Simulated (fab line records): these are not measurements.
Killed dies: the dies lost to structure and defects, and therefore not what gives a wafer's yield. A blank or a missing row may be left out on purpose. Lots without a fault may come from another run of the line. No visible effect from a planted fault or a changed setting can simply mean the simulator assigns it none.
Matching of chambers | flow n5-finfet | ald-metal-01 running N5_BEOL_M7_ALD_77: 4 sister chambers
The step deposits TaN, target thk 2 nm, pulse time 2 s, purge time 3 s. 4 wafers are shown with their chamber, then 12 later ones without.

WAFERS PAIRED WITH THEIR CHAMBERS
wafer  | chamber | heater-power-w (W)
L080.3 | 2       | 425
L086.1 | 0       | 375
L091.4 | 3       | 403
L091.6 | 1       | 324

WAFERS WHOSE CHAMBER IS MISSING
wafer  | heater-power-w (W)
L088.3 | 406
L088.5 | 412
L088.6 | 401
L092.2 | 388
L092.3 | 409
L092.6 | 317
L095.1 | 387
L095.4 | 380
L095.6 | 428
L096.1 | 398
L096.3 | 432
L096.4 | 377

EACH ONE'S CHAMBER
wafer  | from the rows above     | in truth
L088.3 | 3                       | 3
L088.5 | can't be placed: 3 or 2 | 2
L088.6 | 3                       | 3
L092.2 | can't be placed: 0 or 3 | 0
L092.3 | can't be placed: 3 or 2 | 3
L092.6 | 1                       | 1
L095.1 | can't be placed: 0 or 3 | 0
L095.4 | 0                       | 0
L095.6 | 2                       | 2
L096.1 | 3                       | 3
L096.3 | 2                       | 2
L096.4 | 0                       | 0
8 of 12 placed correctly. Cannot be placed on the basis of these rows: 4; the candidates contain the true chamber in 4. 0 placed wrongly.
How it was worked out, from the rows above alone: a wafer's distance from a chamber is the root of the sum, over the readings, of the square of ((its reading less the chamber's mean) divided by the reading's scatter). The wafer belongs to the nearest chamber; if the next one is less than 2 further off, it can't be placed. Each chamber's mean is taken over the wafers shown for it. The scatter: root of mean squared gap, hidden wafer to nearest shown wafer, with one shown wafer a chamber.
